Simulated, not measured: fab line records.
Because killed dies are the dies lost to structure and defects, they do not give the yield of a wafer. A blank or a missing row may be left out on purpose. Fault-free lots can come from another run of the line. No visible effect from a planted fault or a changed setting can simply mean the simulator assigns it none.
Chamber matching / flow n5-finfet / N5_STI_FIN_REVEAL_ETCHBACK_08 on rie-diel-02: 4 sister chambers
The step etches SiO2 in C4F6/O2, target depth 30.5 nm, time 10.167 s. 20 wafers are shown with their chamber, then 10 later ones without.

WAFERS PAIRED WITH THEIR CHAMBERS
wafer=L074.1; chamber=2; rf-vpp-V (V)=655; drypump-motor-current-A (A)=5.1; throttle-valve-pct (%)=21.27
wafer=L074.5; chamber=1; rf-vpp-V (V)=666; drypump-motor-current-A (A)=5.7; throttle-valve-pct (%)=21.41
wafer=L074.6; chamber=0; rf-vpp-V (V)=683; drypump-motor-current-A (A)=6.2; throttle-valve-pct (%)=21.52
wafer=L079.1; chamber=1; rf-vpp-V (V)=665; drypump-motor-current-A (A)=5.8; throttle-valve-pct (%)=21.42
wafer=L079.3; chamber=3; rf-vpp-V (V)=634; drypump-motor-current-A (A)=5.3; throttle-valve-pct (%)=21.36
wafer=L079.4; chamber=0; rf-vpp-V (V)=684; drypump-motor-current-A (A)=6.2; throttle-valve-pct (%)=21.53
wafer=L083.3; chamber=2; rf-vpp-V (V)=656; drypump-motor-current-A (A)=5.1; throttle-valve-pct (%)=21.28
wafer=L083.4; chamber=1; rf-vpp-V (V)=665; drypump-motor-current-A (A)=5.8; throttle-valve-pct (%)=21.43
wafer=L083.5; chamber=1; rf-vpp-V (V)=664; drypump-motor-current-A (A)=5.8; throttle-valve-pct (%)=21.45
wafer=L085.1; chamber=1; rf-vpp-V (V)=665; drypump-motor-current-A (A)=5.7; throttle-valve-pct (%)=21.44
wafer=L085.4; chamber=3; rf-vpp-V (V)=633; drypump-motor-current-A (A)=5.3; throttle-valve-pct (%)=21.39
wafer=L085.6; chamber=0; rf-vpp-V (V)=683; drypump-motor-current-A (A)=6.2; throttle-valve-pct (%)=21.55
wafer=L086.1; chamber=0; rf-vpp-V (V)=684; drypump-motor-current-A (A)=6.2; throttle-valve-pct (%)=21.54
wafer=L086.2; chamber=1; rf-vpp-V (V)=665; drypump-motor-current-A (A)=5.8; throttle-valve-pct (%)=21.44
wafer=L086.3; chamber=3; rf-vpp-V (V)=633; drypump-motor-current-A (A)=5.3; throttle-valve-pct (%)=21.37
wafer=L087.1; chamber=1; rf-vpp-V (V)=665; drypump-motor-current-A (A)=5.8; throttle-valve-pct (%)=21.45
wafer=L087.2; chamber=3; rf-vpp-V (V)=634; drypump-motor-current-A (A)=5.3; throttle-valve-pct (%)=21.38
wafer=L087.4; chamber=0; rf-vpp-V (V)=686; drypump-motor-current-A (A)=6.1; throttle-valve-pct (%)=21.55
wafer=L088.1; chamber=3; rf-vpp-V (V)=633; drypump-motor-current-A (A)=5.3; throttle-valve-pct (%)=21.39
wafer=L088.3; chamber=1; rf-vpp-V (V)=667; drypump-motor-current-A (A)=5.8; throttle-valve-pct (%)=21.46

SIGNATURES (averages over the wafers above)
reading=rf-vpp-V; chamber 0=684.00; chamber 1=665.25; chamber 2=655.50; chamber 3=633.40; scatter within a chamber=0.908
reading=drypump-motor-current-A; chamber 0=6.180; chamber 1=5.775; chamber 2=5.100; chamber 3=5.300; scatter within a chamber=0.0379
reading=throttle-valve-pct; chamber 0=21.5380; chamber 1=21.4375; chamber 2=21.2750; chamber 3=21.3780; scatter within a chamber=0.0145
Rule: for a wafer and a chamber, the distance is found by dividing, reading by reading, the gap between the wafer's reading and the chamber's mean by the reading's scatter, squaring, summing and taking the root. The wafer belongs to the nearest chamber; if the next one is less than 2 further off, it can't be placed. How the scatter is found: for the shown wafers, subtract from each reading the mean of its chamber, square and add these, divide the total by (wafers less chambers), then take the root.

WAFERS WITH NO CHAMBER GIVEN
wafer=L088.5; rf-vpp-V (V)=657; drypump-motor-current-A (A)=5.1; throttle-valve-pct (%)=21.29
wafer=L089.2; rf-vpp-V (V)=665; drypump-motor-current-A (A)=5.8; throttle-valve-pct (%)=21.47
wafer=L089.3; rf-vpp-V (V)=658; drypump-motor-current-A (A)=5.1; throttle-valve-pct (%)=21.31
wafer=L089.6; rf-vpp-V (V)=656; drypump-motor-current-A (A)=5.1; throttle-valve-pct (%)=21.30
wafer=L093.1; rf-vpp-V (V)=656; drypump-motor-current-A (A)=5.1; throttle-valve-pct (%)=21.30
wafer=L093.5; rf-vpp-V (V)=633; drypump-motor-current-A (A)=5.3; throttle-valve-pct (%)=21.41
wafer=L093.6; rf-vpp-V (V)=684; drypump-motor-current-A (A)=6.1; throttle-valve-pct (%)=21.56
wafer=L096.1; rf-vpp-V (V)=655; drypump-motor-current-A (A)=5.1; throttle-valve-pct (%)=21.32
wafer=L096.3; rf-vpp-V (V)=683; drypump-motor-current-A (A)=6.2; throttle-valve-pct (%)=21.58
wafer=L096.5; rf-vpp-V (V)=684; drypump-motor-current-A (A)=6.1; throttle-valve-pct (%)=21.58

WHICH CHAMBER EACH ONE RAN IN
wafer=L088.5; from the rows above=2; in truth=2
wafer=L089.2; from the rows above=1; in truth=1
wafer=L089.3; from the rows above=2; in truth=2
wafer=L089.6; from the rows above=2; in truth=2
wafer=L093.1; from the rows above=2; in truth=2
wafer=L093.5; from the rows above=3; in truth=3
wafer=L093.6; from the rows above=0; in truth=0
wafer=L096.1; from the rows above=2; in truth=2
wafer=L096.3; from the rows above=0; in truth=0
wafer=L096.5; from the rows above=0; in truth=0
Correctly placed: 10 of 10. Number that these rows cannot place: 0. Wrongly placed: 0.
